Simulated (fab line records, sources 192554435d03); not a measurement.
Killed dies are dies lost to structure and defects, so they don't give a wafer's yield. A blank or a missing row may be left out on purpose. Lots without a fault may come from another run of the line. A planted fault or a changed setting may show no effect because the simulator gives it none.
Split-lot experiment | flow n5_finfet | 7 lots, 21 wafers read, on a route of 1938 steps

THE SPLIT
At N5_BEOL_M10_COAT_60 (time 60 s, resist thk 30 nm), the setting spin_rpm was moved away from the recipe's 1500 rpm on 6 of the 21 wafers read, by -7.6% to +5.3%. The other wafers ran this setting at the recipe's value.

FROM THE SPLIT TO THE READING: what the file shows between them, 3 steps
- N5_BEOL_M10_COAT_05: resist thk 90 nm
- N5_BEOL_M10_EBR_07
- N5_BEOL_M10_DESCUM_16: chemistry O2, time 7.9 s

THE READING
CAR-ArF_of_BEOL_M10_COAT_05.thk_nm (the simulator's own value, which no gauge read), in nm, at N5_BEOL_M10_ETCH_61 (etches SiARC in CF4, target depth 39 nm, time 65 s). The file gives no usual value for it. The 15 wafers here that ran the recipe average 55.5 nm, standard deviation 0.35 nm.

wafer  | tool, chamber at the split | spin_rpm as run, rpm | against the recipe | CAR-ArF_of_BEOL_M10_COAT_05.thk_nm, nm | against lot-mates on the recipe
L075.1 | litho_track-05, 0          | 1500                 | recipe             | 55.8                                   | -
L075.2 | litho_track-05, 0          | 1500                 | recipe             | 56.2                                   | -
L075.3 | litho_track-05, 0          | 1500                 | recipe             | 55.6                                   | -
L076.1 | litho_track-02, 0          | 1393                 | -7.1%              | 54.4                                   | -1.4
L076.2 | litho_track-02, 0          | 1500                 | recipe             | 55.8                                   | -
L076.6 | litho_track-02, 0          | 1393                 | -7.1%              | 54.6                                   | -1.2
L077.4 | litho_track-05, 0          | 1500                 | recipe             | 55.4                                   | -
L077.5 | litho_track-05, 0          | 1500                 | recipe             | 55.2                                   | -
L077.6 | litho_track-05, 0          | 1500                 | recipe             | 55.4                                   | -
L080.1 | litho_track-05, 0          | 1500                 | recipe             | 55.2                                   | -
L080.5 | litho_track-05, 0          | 1500                 | recipe             | 55.2                                   | -
L080.6 | litho_track-05, 0          | 1500                 | recipe             | 55.2                                   | -
L085.1 | litho_track-02, 0          | 1500                 | recipe             | 55                                     | -
L085.2 | litho_track-02, 0          | 1386                 | -7.6%              | 54.2                                   | -0.8
L085.5 | litho_track-02, 0          | 1386                 | -7.6%              | 53.8                                   | -1.2
L096.1 | litho_track-04, 0          | 1579                 | +5.3%              | 57.2                                   | +1.0
L096.4 | litho_track-04, 0          | 1500                 | recipe             | 56.2                                   | -
L096.6 | litho_track-04, 0          | 1579                 | +5.3%              | 57.4                                   | +1.2
L095.1 | litho_track-04, 0          | 1500                 | recipe             | 55.6                                   | -
L095.3 | litho_track-04, 0          | 1500                 | recipe             | 55.4                                   | -
L095.6 | litho_track-04, 0          | 1500                 | recipe             | 55.6                                   | -

THE FIT
A straight line over all 21 wafers: CAR-ArF_of_BEOL_M10_COAT_05.thk_nm changes by +0.215 nm for each +1% of spin_rpm; r = +0.89; the points scatter about the line by 0.4 nm.
The same after taking each lot's own level away (the mean of its wafers on the recipe; 21 wafers): +0.169 nm for each +1%; r = +0.96; scatter 0.18 nm.
On that fit, the largest move of spin_rpm shifts the reading by 1.3 nm.
The lots' own levels span 55.00 to 56.20 nm, that is 3.4 times the standard deviation above.
So the lot-to-lot level changes the slope: the two fits differ.
Check: with one of the wafers moved furthest among these (-7.6%) left out of the fit, the line predicts -1.37 nm for it against its lot-mates. It came out at -0.8 nm against them.

OTHER SPLITS ON THESE WAFERS
These wafers also went through other splits before the reading. Each is held against what the fit with the lots' levels taken away leaves over:
other split on the same wafers | wafers away from the commonest value | r with CAR-ArF_of_BEOL_M10_COAT_05.thk_nm (lot level and that fit taken away)
N5_BEOL_M8_EXPOSE_08 dose_mj   | 4                                    | +0.15

THE WHOLE CHAIN: every reading that the file lists as answering this split, in the file's order
step                | what it does                                       | reading                                                                             | change (the file's fit)               | r (the file's)
N5_BEOL_M10_COAT_60 | time 60 s, resist thk 30 nm                        | SiARC_of_BEOL_M10_COAT_60.thk_nm (the simulator's own value, which no gauge read)   | -0.145 nm for each +1% of the setting | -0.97
N5_BEOL_M10_ETCH_61 | etches SiARC in CF4, target depth 39 nm, time 65 s | etch.depth_nm (the simulator's own value, which no gauge read)                      | -0.143 nm for each +1% of the setting | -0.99
N5_BEOL_M10_ETCH_61 | etches SiARC in CF4, target depth 39 nm, time 65 s | CAR-ArF_of_BEOL_M10_COAT_05.thk_nm (the simulator's own value, which no gauge read) | +0.166 nm for each +1% of the setting | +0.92

THE FILE'S OWN FIT
CAR-ArF_of_BEOL_M10_COAT_05.thk_nm changes by +0.166 nm for each +1% of spin_rpm, r = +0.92.
